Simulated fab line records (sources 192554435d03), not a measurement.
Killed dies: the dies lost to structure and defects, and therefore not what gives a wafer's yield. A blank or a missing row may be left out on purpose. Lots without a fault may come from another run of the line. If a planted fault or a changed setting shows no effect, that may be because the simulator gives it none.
Matching of chambers -- flow n5-finfet -- rie-diel-05 running N5_SD_EPI_N_ETCH_35: 4 sister chambers
The step etches SOC in N2/H2, overetch 108 nm, time 486 s. 24 wafers are shown with their chamber, then 12 later ones without.

## WAFERS PAIRED WITH THEIR CHAMBERS
wafer,chamber,showerhead-plenum-p-Torr (Torr),drypump-motor-current-A (A),oes-product-au (a.u.)
L075.2,3,2.62,5.6,0.65
L075.5,1,2.55,5.0,0.67
L075.6,2,2.48,5.9,0.83
L077.1,1,2.54,4.9,0.66
L077.3,2,2.48,6.0,0.82
L077.6,3,2.61,5.6,0.65
L078.4,2,2.48,5.9,0.81
L078.5,1,2.54,4.9,0.66
L078.6,0,2.43,6.3,0.73
L079.1,0,2.43,6.3,0.74
L079.3,1,2.54,4.9,0.66
L079.4,3,2.61,5.6,0.64
L080.3,1,2.54,4.9,0.65
L080.4,3,2.61,5.6,0.64
L080.5,3,2.61,5.6,0.65
L081.2,0,2.43,6.3,0.73
L081.3,2,2.48,5.9,0.81
L081.5,3,2.61,5.6,0.64
L083.3,1,2.54,4.9,0.65
L083.4,2,2.48,6.0,0.80
L083.5,2,2.48,6.0,0.80
L084.1,0,2.43,6.3,0.73
L084.4,1,2.54,4.9,0.66
L084.6,3,2.61,5.6,0.64

SIGNATURES (means of the wafers above)
reading,chamber 0,chamber 1,chamber 2,chamber 3,scatter within a chamber
showerhead-plenum-p-Torr,2.4300,2.5414,2.4800,2.6114,0.00293
drypump-motor-current-A,6.300,4.914,5.950,5.600,0.0343
oes-product-au,0.7325,0.6586,0.8117,0.6443,0.0078
Rule: distance of a wafer from a chamber = root of the sum over the readings of ((wafer's reading minus chamber's mean) / reading's scatter) squared. The wafer belongs to the nearest chamber; if the next one is less than 2 further off, it can't be placed. How the scatter is found: for the shown wafers, subtract from each reading the mean of its chamber, square and add these, divide the total by (wafers less chambers), then take the root.

## WAFERS WITHOUT THEIR CHAMBER
wafer,showerhead-plenum-p-Torr (Torr),drypump-motor-current-A (A),oes-product-au (a.u.)
L086.1,2.54,4.9,0.65
L086.2,2.43,6.3,0.72
L086.3,2.47,5.9,0.79
L091.2,2.60,5.6,0.63
L091.3,2.42,6.3,0.72
L091.4,2.53,4.9,0.65
L092.2,2.53,4.9,0.65
L092.4,2.60,5.6,0.63
L092.6,2.47,6.0,0.77
L093.1,2.53,4.9,0.64
L093.5,2.60,5.6,0.63
L093.6,2.42,6.3,0.71

## WHICH CHAMBER EACH ONE RAN IN
wafer,from the rows above,in truth
L086.1,1,1
L086.2,0,0
L086.3,2,2
L091.2,3,3
L091.3,0,0
L091.4,1,1
L092.2,1,1
L092.4,3,3
L092.6,2,2
L093.1,1,1
L093.5,3,3
L093.6,0,0
Correct placement for 12 of the 12. Can't be placed from these rows: 0. 0 placed wrongly.
